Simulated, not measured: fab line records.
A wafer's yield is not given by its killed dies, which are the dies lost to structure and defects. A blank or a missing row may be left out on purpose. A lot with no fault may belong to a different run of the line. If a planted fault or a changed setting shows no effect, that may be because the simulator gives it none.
What tool caused it?	flow nand-harc	Sampling: 11 lots, 33 wafers, 5 of 1302 route steps

## WHAT THE GAUGES SHOWED, per wafer
NHARC_END_WLT_00. Usual: VT_DECK1_BOTTOM 0.874, standard deviation 0.0069; VT_DECK1_BOTTOM_INNER 0.874, standard deviation 0.0069; VT_DECK1_MEDIAN_NEAR_BOTTOM 0.875, standard deviation 0.0073; VT_DECK1_MEDIAN_NEAR_BOTTOM_INNER 0.875, standard deviation 0.0076; VT_DECK1_MIDDLE 0.888, standard deviation 0.0068; VT_DECK1_MIDDLE_INNER 0.887, standard deviation 0.0071; VT_DECK1_TOP 0.899, standard deviation 0.0076; VT_DECK1_TOP_INNER 0.900, standard deviation 0.0074; VT_DECK2_BOTTOM 0.874, standard deviation 0.0064; VT_DECK2_BOTTOM_INNER 0.873, standard deviation 0.0065; VT_DECK2_MEDIAN_NEAR_BOTTOM 0.875, standard deviation 0.0062; VT_DECK2_MEDIAN_NEAR_BOTTOM_INNER 0.874, standard deviation 0.0062; VT_DECK2_MIDDLE 0.887, standard deviation 0.0067; VT_DECK2_MIDDLE_INNER 0.887, standard deviation 0.0067; VT_DECK2_TOP 0.899, standard deviation 0.0074; VT_DECK2_TOP_INNER 0.899, standard deviation 0.0059.
lot	measured	on	VT_DECK1_BOTTOM	VT_DECK1_BOTTOM_INNER	VT_DECK1_MEDIAN_NEAR_BOTTOM	VT_DECK1_MEDIAN_NEAR_BOTTOM_INNER	VT_DECK1_MIDDLE	VT_DECK1_MIDDLE_INNER	VT_DECK1_TOP	VT_DECK1_TOP_INNER	VT_DECK2_BOTTOM	VT_DECK2_BOTTOM_INNER	VT_DECK2_MEDIAN_NEAR_BOTTOM	VT_DECK2_MEDIAN_NEAR_BOTTOM_INNER	VT_DECK2_MIDDLE	VT_DECK2_MIDDLE_INNER	VT_DECK2_TOP	VT_DECK2_TOP_INNER	flag
L505	day 25 01:36	prober-02	0.883 0.874 0.880	0.879 0.883 0.869	0.871 0.886 0.880	0.884 0.879 0.885	0.889 0.898 0.889	0.892 0.894 0.888	0.906 0.897 0.899	0.904 0.895 0.894	0.869 0.875 0.872	0.870 0.885 0.872	0.871 0.879 0.871	0.869 0.869 0.873	0.889 0.892 0.890	0.884 0.891 0.889	0.898 0.900 0.892	0.901 0.901 0.898	
L506	day 25 18:23	prober-02	0.870 0.874 0.880	0.877 0.880 0.884	0.874 0.873 0.875	0.878 0.887 0.879	0.888 0.893 0.892	0.887 0.889 0.894	0.906 0.913 0.918	0.906 0.905 0.903	0.881 0.875 0.874	0.878 0.870 0.875	0.881 0.875 0.877	0.871 0.875 0.870	0.891 0.887 0.883	0.887 0.886 0.889	0.907 0.903 0.897	0.900 0.896 0.898	
L508	day 26 13:14	prober-01	0.866 0.863 0.870	0.866 0.872 0.858	0.865 0.868 0.866	0.868 0.865 0.863	0.881 0.882 0.870	0.876 0.875 0.885	0.905 0.894 0.890	0.886 0.898 0.886	0.883 0.880 0.884	0.885 0.874 0.875	0.877 0.879 0.884	0.873 0.880 0.881	0.891 0.887 0.899	0.891 0.894 0.891	0.910 0.898 0.914	0.903 0.912 0.904	
L509	day 26 18:11	prober-02	0.880 0.870 0.878	0.876 0.866 0.870	0.873 0.873 0.871	0.870 0.871 0.872	0.883 0.886 0.877	0.884 0.881 0.879	0.892 0.889 0.889	0.888 0.901 0.895	0.876 0.875 0.874	0.867 0.868 0.880	0.884 0.884 0.874	0.877 0.867 0.881	0.892 0.887 0.889	0.880 0.885 0.887	0.900 0.897 0.904	0.902 0.900 0.900	
L511	day 27 13:35	prober-01	0.877 0.877 0.873	0.874 0.876 0.867	0.870 0.875 0.879	0.878 0.867 0.871	0.882 0.889 0.880	0.889 0.890 0.884	0.893 0.886 0.894	0.899 0.897 0.903	0.870 0.863 0.879	0.863 0.873 0.872	0.880 0.872 0.879	0.869 0.872 0.873	0.887 0.879 0.880	0.887 0.875 0.879	0.900 0.899 0.901	0.899 0.899 0.887	
L516	day 29 19:13	prober-02	1.010 1.000 1.001	1.007 1.004 1.005	1.009 1.008 1.011	1.001 1.005 1.013	1.022 1.017 1.025	1.020 1.018 1.023	1.047 1.026 1.033	1.039 1.038 1.037	1.008 1.009 1.007	1.003 1.007 1.004	0.997 0.993 1.009	1.006 1.009 1.005	1.016 1.026 1.022	1.015 1.031 1.017	1.036 1.047 1.025	1.033 1.037 1.037	OFF
L518	day 30 23:44	prober-02	0.997 1.004 0.996	0.990 0.989 0.991	0.998 0.998 0.992	1.012 1.000 1.001	1.013 1.013 1.021	1.012 1.005 1.008	1.019 1.023 1.021	1.024 1.023 1.017	1.007 1.005 1.008	0.999 1.010 1.001	1.007 1.007 1.001	0.996 1.004 0.999	1.017 1.028 1.025	1.019 1.031 1.017	1.038 1.033 1.040	1.037 1.031 1.032	OFF
L517	day 31 00:12	prober-01	1.010 1.001 1.000	1.003 0.995 0.998	0.999 0.998 0.996	1.005 1.003 1.002	1.016 1.019 1.013	1.011 1.015 1.012	1.025 1.024 1.027	1.034 1.033 1.035	0.996 1.003 0.995	1.005 1.003 0.997	0.989 1.002 1.005	0.997 0.998 1.003	1.014 1.022 1.017	1.012 1.010 1.008	1.018 1.027 1.014	1.029 1.030 1.028	OFF
L521	day 32 18:30	prober-02	0.997 1.001 0.996	0.994 0.997 0.987	0.998 0.996 0.998	0.995 0.995 0.988	1.012 1.022 1.010	1.011 1.016 1.012	1.027 1.028 1.025	1.021 1.028 1.031	0.999 1.001 1.012	1.002 0.992 0.998	1.000 1.002 1.004	1.004 1.000 0.999	1.001 1.003 1.020	1.016 1.014 1.014	1.027 1.028 1.023	1.025 1.031 1.030	OFF
L524	day 33 00:32	prober-01	0.886 0.887 0.890	0.883 0.882 0.887	0.894 0.890 0.890	0.887 0.891 0.892	0.902 0.881 0.897	0.895 0.893 0.902	0.911 0.904 0.915	0.911 0.906 0.913	0.878 0.875 0.872	0.871 0.867 0.870	0.880 0.871 0.876	0.871 0.872 0.869	0.885 0.878 0.881	0.893 0.885 0.890	0.903 0.894 0.889	0.890 0.890 0.903	
L525	day 33 01:48	prober-02	0.870 0.881 0.876	0.872 0.875 0.876	0.872 0.878 0.879	0.872 0.880 0.878	0.886 0.890 0.890	0.895 0.892 0.892	0.890 0.898 0.900	0.906 0.900 0.901	0.875 0.881 0.866	0.877 0.870 0.871	0.880 0.879 0.881	0.876 0.880 0.881	0.895 0.881 0.893	0.891 0.899 0.890	0.901 0.907 0.898	0.911 0.904 0.911	

## TOOL THAT RAN EACH LOT (tool first, then ch and the chambers of the sampled wafers, then the start)
lot	NHARC_A_SOURCE_PLATE_PRECLEAN_00	NHARC_THIN_TSV_CMP_01	NHARC_THIN_TSV_CMP_21	NHARC_THIN_TSV_PRE_CLEAN_54
L505	wet-bench-01 ch 1,2,3, day 7 19:40	cmp-03 ch 2,3, day 24 10:48	cmp-04 ch 0,2, day 24 16:33	pvd-sputter-03, day 24 17:05
L506	wet-bench-02 ch 3,4,5, day 8 00:04	cmp-03 ch 1,2,3, day 25 05:52	cmp-04 ch 1,2,3, day 25 11:22	pvd-sputter-03, day 25 11:54
L508	wet-bench-01 ch 2,3,4, day 9 01:16	cmp-02 ch 0,1,3, day 25 23:34	cmp-04 ch 1,2,3, day 26 05:32	pvd-sputter-01, day 26 06:04
L509	wet-bench-04 ch 3,4,6, day 9 10:26	cmp-02 ch 0,2,3, day 26 03:55	cmp-03 ch 1,3, day 26 09:46	pvd-sputter-03, day 26 10:18
L511	wet-bench-02 ch 4,5,6, day 10 11:27	cmp-04 ch 1,2,3, day 27 01:43	cmp-02 ch 0,1,2, day 27 07:22	pvd-sputter-01, day 27 07:53
L516	wet-bench-04 ch 1,2,6, day 12 04:33	cmp-03 ch 1,2,3, day 29 06:05	cmp-02 ch 0,1,3, day 29 11:44	pvd-sputter-02, day 29 12:16
L518	wet-bench-04 ch 4,5,7, day 13 02:49	cmp-04 ch 0,2,3, day 30 10:31	cmp-04 ch 0,1,2, day 30 16:08	pvd-sputter-02, day 30 16:40
L517	wet-bench-04 ch 3,4,5, day 13 04:05	cmp-04 ch 2,3, day 30 11:41	cmp-03 ch 1,3, day 30 17:19	pvd-sputter-02, day 30 17:50
L521	wet-bench-04 ch 3,4,5, day 14 14:49	cmp-02 ch 0,2,3, day 32 02:24	cmp-03 ch 0,1,3, day 32 08:26	pvd-sputter-01, day 32 08:57
L524	wet-bench-01 ch 0,3,7, day 15 08:05	cmp-02 ch 1,2, day 32 10:13	cmp-04 ch 1,3, day 32 15:49	pvd-sputter-03, day 32 16:22
L525	wet-bench-01 ch 0,5,7, day 15 22:02	cmp-04 ch 0,1,3, day 32 11:25	cmp-04 ch 1,2,3, day 32 17:07	pvd-sputter-03, day 32 17:35
- NHARC_A_SOURCE_PLATE_PRECLEAN_00: cleans in HF-LAST, time 60 s.
- NHARC_THIN_TSV_CMP_01: polishes.
- NHARC_THIN_TSV_CMP_21: polishes, t overpolish 30 s, target thk 2000 nm.
- NHARC_THIN_TSV_PRE_CLEAN_54: time 30 s.

## AS READ BY THE TOOLS THEMSELVES (means over the sampled wafers that have a number; for cases with no such wafer, the mark the record gives instead)
NHARC_THIN_TSV_CMP_01. Usual: motor-current-A 12.4 A, standard deviation 1.1; retaining-ring-pressure-frac 0.999, standard deviation 0.0048.
lot	tool	motor-current-A (A)	retaining-ring-pressure-frac	flag
L505	cmp-03	12.0	1.003	
L506	cmp-03	12.4	0.996	
L508	cmp-02	11.2	1.000	
L509	cmp-02	12.5	1.000	
L511	cmp-04	12.2	0.999	
L516	cmp-03	12.2	0.996	
L518	cmp-04	12.5	0.996	
L517	cmp-04	12.2	0.997	
L521	cmp-02	12.5	1.000	
L524	cmp-02	11.6	0.997	
L525	cmp-04	13.0	0.997	

NHARC_THIN_TSV_CMP_21. Usual: motor-current-A 12.4 A, standard deviation 1.3; overpolish-run-s 30.000 s, standard deviation 0.0083; retaining-ring-pressure-frac 0.999, standard deviation 0.0046.
lot	tool	motor-current-A (A)	overpolish-run-s (s)	retaining-ring-pressure-frac	flag
L505	cmp-04	12.2	30.005	0.995	
L506	cmp-04	12.6	29.994	1.002	
L508	cmp-04	11.9	29.997	1.001	
L509	cmp-03	11.4	29.995	1.002	
L511	cmp-02	11.9	30.007	1.000	
L516	cmp-02	11.5	30.000	1.003	
L518	cmp-04	12.6	30.002	1.000	
L517	cmp-03	11.2	29.998	0.997	
L521	cmp-03	11.8	29.997	0.995	
L524	cmp-04	12.4	30.000	0.994	
L525	cmp-04	12.3	30.003	1.000	

NHARC_THIN_TSV_PRE_CLEAN_54. Usual: 407 W for heater-power-w, sd 46.
lot	tool	heater-power-w (W)	flag
L505	pvd-sputter-03	413	
L506	pvd-sputter-03	398	
L508	pvd-sputter-01	438	
L509	pvd-sputter-03	402	
L511	pvd-sputter-01	390	
L516	pvd-sputter-02	419	
L518	pvd-sputter-02	429	
L517	pvd-sputter-02	395	
L521	pvd-sputter-01	394	
L524	pvd-sputter-03	387	
L525	pvd-sputter-03	366	

## THE ANSWER, worked out from the rows above alone
Rule: a lot is off if the mean of its wafers that have a number lies more than 3 standard deviations from the usual mean. Also off: a lot with no number at a reading for which 4 or more lots have one. Any other lot the step has rows for is counted as sound. First the gauges in route order, then the tools' own readings, where a lot's mean is used as printed above. The first step at which some lot is off is used, and at that step the reading that is off furthest; a lot without a number counts as furthest.
Off: L516, L518, L517, L521, seen at NHARC_END_WLT_00 (VT_DECK2_TOP_INNER).
A tool fits if, at a process step before that reading, it ran every lot that is off, and no sound lot after the first of them. Gauges at NHARC_END_WLT_00: tried the same way as those tools. One fits: NHARC_A_SOURCE_PLATE_PRECLEAN_00 on wet-bench-04. Its last sound lot is L509 (day 9 10:26), its first lot that is off L516 (day 12 04:33): a fault that began between those two fits.

## WHAT HAD BEEN PUT IN BY THE SIMULATOR
Metallic contamination source: wet-bench-04, from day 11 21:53 on, at NHARC_A_SOURCE_PLATE_PRECLEAN_00. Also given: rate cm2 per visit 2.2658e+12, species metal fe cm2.
Struck lots among those shown: L516, L518, L517, L521. Same finding as the rule above.
